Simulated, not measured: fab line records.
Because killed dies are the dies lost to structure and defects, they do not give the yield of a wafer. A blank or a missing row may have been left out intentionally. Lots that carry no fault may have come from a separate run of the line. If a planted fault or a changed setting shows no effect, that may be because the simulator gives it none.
What tool caused it? ; flow n5 finfet ; 8 lots with 24 wafers sampled at 7 steps, on a route of 1938 steps

== WHAT EACH GAUGE READ, for each wafer ==
N5_MOL_CONTACT_COAG_CD_MEAS_08: the cd target is 28 nm. Usual: cd nm 28.01 nm, standard deviation 0.23.
lot;measured;on;cd nm (nm);flag
L233;day 5 01:25;cd sem-03;28.51 28.28 27.85;
L235;day 5 08:47;cd sem-01;28.02 27.94 28.30;
L242;day 7 06:22;cd sem-01;27.98 27.82 28.23;
L243;day 7 13:11;cd sem-02;27.08 27.04 27.02;OFF
L244;day 7 16:59;cd sem-03;27.03 26.73 27.09;OFF
L246;day 8 06:26;cd sem-02;28.04 27.93 27.75;
L249;day 9 02:47;cd sem-03;27.55 28.17 27.94;
L252;day 9 17:50;cd sem-02;27.72 28.46 27.82;

N5_MOL_CONTACT_COAG_CD_MEAS_99: the cd target is 17.2 nm. Usual: cd nm 17.2 nm, standard deviation 0.34.
lot;measured;on;cd nm (nm);flag
L233;day 5 02:48;cd sem-01;17.9 17.6 17.4;
L235;day 5 09:18;cd sem-02;17.0 17.5 17.9;
L242;day 7 06:53;cd sem-02;17.4 17.6 17.7;
L243;day 7 13:42;cd sem-01;16.2 16.3 15.8;OFF
L244;day 7 17:31;cd sem-02;16.2 16.2 16.5;
L246;day 8 07:23;cd sem-02;17.3 17.0 17.7;
L249;day 9 03:20;cd sem-02;17.5 17.0 16.9;
L252;day 9 18:44;cd sem-03;16.7 17.5 17.2;

N5_BEOL_M4_RC_MEAS_101. Usual: DIBL_N 36.3 mV/V, standard deviation 1.7; DIBL_P 36.5 mV/V, standard deviation 1.8; IOFF_N 0.16 nA/um, standard deviation 0.033; IOFF_P 0.21 nA/um, standard deviation 0.037; ION_N 675 uA/um, standard deviation 11; ION_P 462 uA/um, standard deviation 7.9; RC_DENSE_N 19.0 ohm.um, standard deviation 0.47; RC_DENSE_P 23.8 ohm.um, standard deviation 0.64; RC_N 15.5 ohm.um, standard deviation 0.38; RC_P 19.4 ohm.um, standard deviation 0.5; SS_N 71.6 mV/dec, standard deviation 0.64; SS_P 73.3 mV/dec, standard deviation 0.68; VT_N 249 mV, standard deviation 3.3; VT_P -250 mV, standard deviation 3.3.
lot;measured;on;DIBL_N (mV/V);DIBL_P (mV/V);IOFF_N (nA/um);IOFF_P (nA/um);ION_N (uA/um);ION_P (uA/um);RC_DENSE_N (ohm.um);RC_DENSE_P (ohm.um);RC_N (ohm.um);RC_P (ohm.um);SS_N (mV/dec);SS_P (mV/dec);VT_N (mV);VT_P (mV);flag
L233;day 8 11:33;prober-02;33.6 36.4 35.8;34.1 37.0 36.4;0.14 0.18 0.17;0.21 0.25 0.24;673 679 676;467 468 467;18.4 18.7 19.2;23.5 23.3 23.7;15.2 15.2 15.3;18.8 19.1 19.4;71.1 72.3 71.8;73.2 73.4 73.1;248 250 249;-248 -249 -246;
L235;day 8 13:29;prober-01;35.7 33.6 36.1;36.1 33.4 36.5;0.15 0.11 0.14;0.18 0.14 0.18;682 681 677;467 462 463;18.9 18.3 18.0;23.5 22.7 22.4;15.5 15.1 14.7;19.2 18.8 18.3;71.0 71.0 71.5;73.3 72.8 73.3;251 255 253;-251 -257 -253;
L242;day 10 07:21;prober-01;34.9 35.6 33.3;35.2 36.8 33.1;0.15 0.16 0.12;0.22 0.23 0.19;679 675 690;467 467 479;18.3 18.6 18.7;23.2 23.1 23.5;15.0 15.2 15.3;18.8 19.2 19.2;71.0 71.6 70.1;73.7 74.1 72.8;249 249 254;-250 -248 -249;
L243;day 10 09:15;prober-01;35.8 35.6 34.2;36.3 34.7 33.9;0.16 0.15 0.13;0.20 0.17 0.17;682 663 655;463 449 447;20.7 20.3 21.0;26.3 25.6 26.5;17.0 16.6 17.0;21.5 20.6 21.5;71.3 71.1 71.1;72.9 72.7 72.1;249 249 251;-251 -253 -253;OFF
L244;day 10 15:11;prober-02;37.2 37.7 35.5;37.8 39.0 36.4;0.19 0.19 0.16;0.25 0.27 0.23;683 673 682;471 465 474;20.7 20.2 20.6;25.8 25.5 25.8;16.7 16.3 16.7;21.1 20.7 20.8;72.0 72.6 71.1;72.9 73.8 73.1;246 246 249;-244 -247 -248;OFF
L246;day 11 13:41;prober-01;35.8 39.6 36.3;36.1 39.5 36.7;0.17 0.23 0.17;0.27 0.32 0.27;673 683 690;471 470 478;19.5 19.7 18.9;24.7 24.7 23.8;15.9 16.2 15.5;20.0 20.3 19.6;71.4 71.9 71.5;73.0 73.3 72.8;247 245 247;-244 -241 -243;
L249;day 12 00:10;prober-02;37.3 35.6 35.4;35.4 34.2 34.3;0.16 0.15 0.14;0.22 0.22 0.21;675 703 677;466 481 469;19.4 18.5 19.2;24.1 22.9 23.5;15.9 14.9 15.6;19.8 18.6 19.2;71.4 71.4 71.2;72.8 72.5 72.8;247 246 249;-246 -244 -245;
L252;day 13 00:05;prober-02;33.4 35.3 34.3;33.1 34.8 33.9;0.13 0.16 0.14;0.17 0.19 0.18;682 677 672;465 462 459;19.8 19.1 17.9;24.3 23.6 22.2;16.0 15.5 14.6;19.8 19.3 18.4;71.4 71.3 71.9;72.7 73.6 73.2;251 247 250;-254 -251 -252;

== WHAT TOOL EACH LOT RAN ON (gives the tool, then ch and the chambers of the sampled wafers, and finally the start) ==
lot;N5_GATE_CUT_ETCH_19;N5_GATE_CUT_CMP_61;N5_MOL_CONTACT_COAG_EXPOSE_05;N5_MOL_CONTACT_COAG_ETCH_106
L233;rie diel-05 ch 0,1,3, day 4 21:07;cmp-04 ch 2,3, day 5 00:45;euv scanner-01 ch 0, day 5 01:16;rie diel-01 ch 0,2,3, day 5 02:29
L235;rie diel-04 ch 0,3, day 5 05:14;cmp-03 ch 0,1,2, day 5 08:13;euv scanner-01 ch 0, day 5 08:40;rie diel-03 ch 1,2,3, day 5 08:59
L242;rie diel-05 ch 0,3, day 7 02:59;cmp-04 ch 2,3, day 7 05:52;euv scanner-02 ch 0, day 7 06:15;rie diel-01 ch 0,2, day 7 06:35
L243;rie diel-05 ch 0,2,3, day 7 09:33;cmp-02 ch 0,2, day 7 12:24;euv scanner-01 ch 0, day 7 13:03;rie diel-01 ch 0,2,3, day 7 13:23
L244;rie diel-02 ch 0,1, day 7 13:34;cmp-03 ch 0,1,2, day 7 16:29;euv scanner-01 ch 0, day 7 16:52;rie diel-01 ch 0,1,2, day 7 17:12
L246;rie diel-02 ch 0,1,3, day 8 02:56;cmp-02 ch 0,1,3, day 8 05:47;euv scanner-02 ch 0, day 8 06:18;rie diel-01 ch 0,1,2, day 8 07:05
L249;rie diel-05 ch 0,1,2, day 8 19:54;cmp-03 ch 1,2, day 9 02:16;euv scanner-02 ch 0, day 9 02:40;rie diel-01 ch 1,2, day 9 03:01
L252;rie diel-04 ch 0,1, day 9 14:18;cmp-04 ch 1,2,3, day 9 17:11;euv scanner-02 ch 0, day 9 17:43;rie diel-03 ch 0,2,3, day 9 18:26
- N5_GATE_CUT_ETCH_19: etches SiNx in CH3F/O2, target depth 53.7 nm, time 76.7 s.
- N5_GATE_CUT_CMP_61: polishes, stops on SiNx, t overpolish 3 s.
- N5_MOL_CONTACT_COAG_EXPOSE_05: exposes mask CA, defocus 0 nm.
- N5_MOL_CONTACT_COAG_ETCH_106: etches SOC in N2/H2, target depth 80 nm, overetch 16 nm, time 120 s.

== AS READ BY THE TOOLS THEMSELVES (means over the sampled wafers that have a number; for cases with no such wafer, the mark the record gives instead) ==
N5_GATE_CUT_ETCH_19. Usual: bias w 72.99 W, standard deviation 0.21; drypump motor current A 5.8 A, standard deviation 0.4; etch rf on time s 77.0 s, standard deviation 1; mfc ar sccm 150.0 sccm, standard deviation 0.45; oes_f_703_au 0.75 a.u., standard deviation 0.05; oes product au 0.65 a.u., standard deviation 0.047; rf vpp V 297 V, standard deviation 3.9; showerhead plenum p Torr 2.00 Torr, standard deviation 0.055; throttle valve pct 16.43 %, standard deviation 0.15.
lot;tool;bias w (W);drypump motor current A (A);etch rf on time s (s);mfc ar sccm (sccm);oes_f_703_au (a.u.);oes product au (a.u.);rf vpp V (V);showerhead plenum p Torr (Torr);throttle valve pct (%);flag
L233;rie diel-05;73.04;6.2;77.0;150.3;0.80;0.68;293;2.02;16.31;
L235;rie diel-04;72.87;5.3;77.5;150.2;0.72;0.61;300;1.97;16.29;
L242;rie diel-05;73.06;6.1;75.3;150.0;0.84;0.72;297;1.99;16.35;
L243;rie diel-05;72.88;5.9;77.3;150.5;0.80;0.67;296;2.01;16.32;
L244;rie diel-02;72.97;5.9;76.9;149.9;0.75;0.65;299;1.95;16.61;
L246;rie diel-02;72.76;5.9;76.5;149.8;0.73;0.63;298;1.97;16.49;
L249;rie diel-05;73.06;5.9;78.2;150.2;0.76;0.63;292;2.05;16.35;
L252;rie diel-04;72.88;5.2;78.1;150.2;0.78;0.68;301;2.00;16.41;

N5_GATE_CUT_CMP_61. Usual: motor current A 12.0 A, standard deviation 1.1; platen rpm 27.090 rpm, standard deviation 0.017; slurry flow ml min 150.0, standard deviation 0.46.
lot;tool;motor current A (A);platen rpm (rpm);slurry flow ml min;flag
L233;cmp-04;12.1;27.084;149.7;
L235;cmp-03;11.9;27.096;150.0;
L242;cmp-04;12.6;27.094;150.2;
L243;cmp-02;11.9;27.094;149.9;
L244;cmp-03;12.0;27.091;149.4;
L246;cmp-02;12.5;27.083;149.7;
L249;cmp-03;12.5;27.101;150.6;
L252;cmp-04;12.4;27.099;149.9;

N5_MOL_CONTACT_COAG_EXPOSE_05. Usual: exposure dose mJ cm2 38.19, standard deviation 0.045.
lot;tool;exposure dose mJ cm2;flag
L233;euv scanner-01;38.20;
L235;euv scanner-01;38.17;
L242;euv scanner-02;38.19;
L243;euv scanner-01;36.58;OFF
L244;euv scanner-01;36.90;OFF
L246;euv scanner-02;38.22;
L249;euv scanner-02;38.22;
L252;euv scanner-02;38.17;

N5_MOL_CONTACT_COAG_ETCH_106. Usual: bias w 150.0 W, standard deviation 0.41; drypump motor current A 5.5 A, standard deviation 0.49; oes product au 0.71 a.u., standard deviation 0.064; rf vpp V 524.1 V, standard deviation 2.6; showerhead plenum p Torr 2.56 Torr, standard deviation 0.092; throttle valve pct 17.88 %, standard deviation 0.23.
lot;tool;bias w (W);drypump motor current A (A);oes product au (a.u.);rf vpp V (V);showerhead plenum p Torr (Torr);throttle valve pct (%);flag
L233;rie diel-01;150.2;5.7;0.73;526.2;2.64;17.83;
L235;rie diel-03;150.4;5.5;0.67;522.8;2.49;17.79;
L242;rie diel-01;150.1;5.3;0.70;527.1;2.62;18.07;
L243;rie diel-01;150.4;5.7;0.71;526.2;2.63;17.88;
L244;rie diel-01;149.7;5.5;0.75;524.4;2.56;17.92;
L246;rie diel-01;149.8;5.5;0.74;524.1;2.56;17.93;
L249;rie diel-01;149.9;5.5;0.79;523.2;2.55;17.84;
L252;rie diel-03;150.3;6.0;0.69;524.1;2.54;17.95;

== THE ANSWER, worked out from the rows above alone ==
Rule: a lot counts as off when the mean over its wafers that have a number is more than 3 standard deviations away from the usual mean. Also off: a lot with no number at a reading for which 4 or more lots have one. The other lots that the step has rows for count as sound. Order of review: gauges by route order, followed by the tools' own readings, for which a lot's mean as printed above is used. The first step at which some lot is off is used, and at that step the reading that is off furthest; a lot without a number counts as furthest.
Off at N5_MOL_CONTACT_COAG_CD_MEAS_08 (cd nm): L243, L244.
A tool fits if, at a process step before that reading, it ran every lot that is off, and no sound lot after the first of them. Not tried: the gauges at N5_MOL_CONTACT_COAG_CD_MEAS_08; whatever is off there is also off at N5_BEOL_M4_RC_MEAS_101, on other tools, and gauge error can't account for it. One candidate fits, namely euv scanner-01 at N5_MOL_CONTACT_COAG_EXPOSE_05. A fault onset in the window from L235 (day 5 08:40, its last sound lot) to L243 (day 7 13:03, its first lot off) fits.
On the lots that are off, the tool's own readings at N5_MOL_CONTACT_COAG_EXPOSE_05 differ by more than 5 times the standard deviation of the sound lots' means, which bears it out; exposure dose mJ cm2 reads 36.74 there versus 38.20 on the sound lots.

== WHAT HAD BEEN PUT IN BY THE SIMULATOR ==
Drift in process parameters on euv scanner-01 at N5_MOL_CONTACT_COAG_EXPOSE_05, starting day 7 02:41. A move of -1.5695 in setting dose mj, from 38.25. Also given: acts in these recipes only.
Struck lots among those shown: L243, L244. Same finding as the rule above.
